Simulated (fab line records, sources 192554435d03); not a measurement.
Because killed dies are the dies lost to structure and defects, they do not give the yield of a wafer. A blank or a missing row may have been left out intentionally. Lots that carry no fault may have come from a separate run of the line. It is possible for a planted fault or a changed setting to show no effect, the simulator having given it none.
8D (eight disciplines) problem report, filled in by code    flow n5_finfet    the parts of the form that need people (team, actions taken, sign-off) are left out

## 1. PROBLEM STATEMENT
Wafers with no fault read 3000.6 nm with a standard deviation of 1.6, whereas cd_nm at N5_MIM_BOT_LITHO_CD_MEAS_08 reads a mean of 3008.4 nm on 1 wafer of 1 lot. Relative to the usual mean, that is a shift of +4.9 standard deviations.
The step: target cd 3000 nm.
First observed at day 14 05:10: wafer L247.4, on cd_sem-03. Wafers with a number at this step in the record: 29, from 10 lots. By rule, "out" or "out of limits" means more than 4 standard deviations away from the usual mean. The rest of the wafers with a number are treated as sound.

## 2. WHAT THIS IS AND IS NOT
question                     is                 is not
which readings at this step  cd_nm              -
which lots                   L247               L242, L243, L246, L254, L256, L258, L261, L263, L265
which wafers of those lots   L247.4             L247.1
read on which gauges         cd_sem-03          cd_sem-01, cd_sem-02
when                         from day 14 05:10  up to then (10 sound wafers); but 18 sound wafers of L254, L256, L258, L261, L263, L265 came after

## 3. WHAT RULES OUT EACH SUSPECT
Counting: any tool at a process step up to the reading remains a suspect provided it ran every lot that is out. Sound lots after the first of them don't rule it out here, since some wafers of a struck lot are sound.
- the gauge at N5_MIM_BOT_LITHO_CD_MEAS_08: kept. All the wafers that are out were read on cd_sem-03, and no step on other tools shows them out.
- pvd_sputter-03 at N5_MIM_TOP_DEGAS_04 (time 60 s): kept. It processed L247, the lot that is out, at day 14 03:32, and its most recent sound lot before then was L242 at day 11 15:33.
- rie_diel-05 at N5_MIM_TOP_LITHO_DESCUM_10 (chemistry O2, time 7.9 s): kept. It processed L247, the lot that is out, at day 14 04:14, and its most recent sound lot before then was L246 at day 13 08:17.
- litho_track-02 at N5_MIM_BOT_LITHO_PEB_06: kept. It processed L247, the lot that is out, at day 14 05:03, and its most recent sound lot before then was L243 at day 12 17:36.
- Within rie_diel-05 at N5_MIM_TOP_LITHO_DESCUM_10, the wafers that are out were processed in chamber 0 and their sound lot-mates in chamber 1.
Left after counting: pvd_sputter-03 at N5_MIM_TOP_DEGAS_04, rie_diel-05 at N5_MIM_TOP_LITHO_DESCUM_10, litho_track-02 at N5_MIM_BOT_LITHO_PEB_06, cd_sem-03 at N5_MIM_BOT_LITHO_CD_MEAS_08.

## 4. THE CAUSE (what the simulator had put in)
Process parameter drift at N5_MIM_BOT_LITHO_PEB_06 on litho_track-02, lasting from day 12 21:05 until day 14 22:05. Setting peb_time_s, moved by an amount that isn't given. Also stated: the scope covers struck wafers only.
Counting left 4 suspects, and this tool is among them.

## 5. SEQUENCE OF EFFECTS, ordered by route
Each row: a reading where the mean over the struck wafers with a number is more than 3 standard deviations away from the usual. Only readings whose record carries a usual standard deviation are examined. hours: median over the lots of the time between each lot's start at the first step of this table that gives one and its start at this step. sigmas: the change, counted in usual standard deviations.
hours  step                         reading  usual      on struck wafers  change  sigmas
0      N5_MIM_BOT_LITHO_CD_MEAS_08  cd_nm    3000.6 nm  3008.4            +7.8    +4.9

## 6. WHAT WOULD HAVE CAUGHT IT SOONER
Counted from the fault's start at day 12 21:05, it took 32 hours until the first out-of-limits reading at a measuring or inspecting step in this record, taken at day 14 05:10.
By day 14 05:10, every lot that is out (1) had started N5_MIM_BOT_LITHO_PEB_06 on litho_track-02. A hold on the tool at that time would have spared none of them.
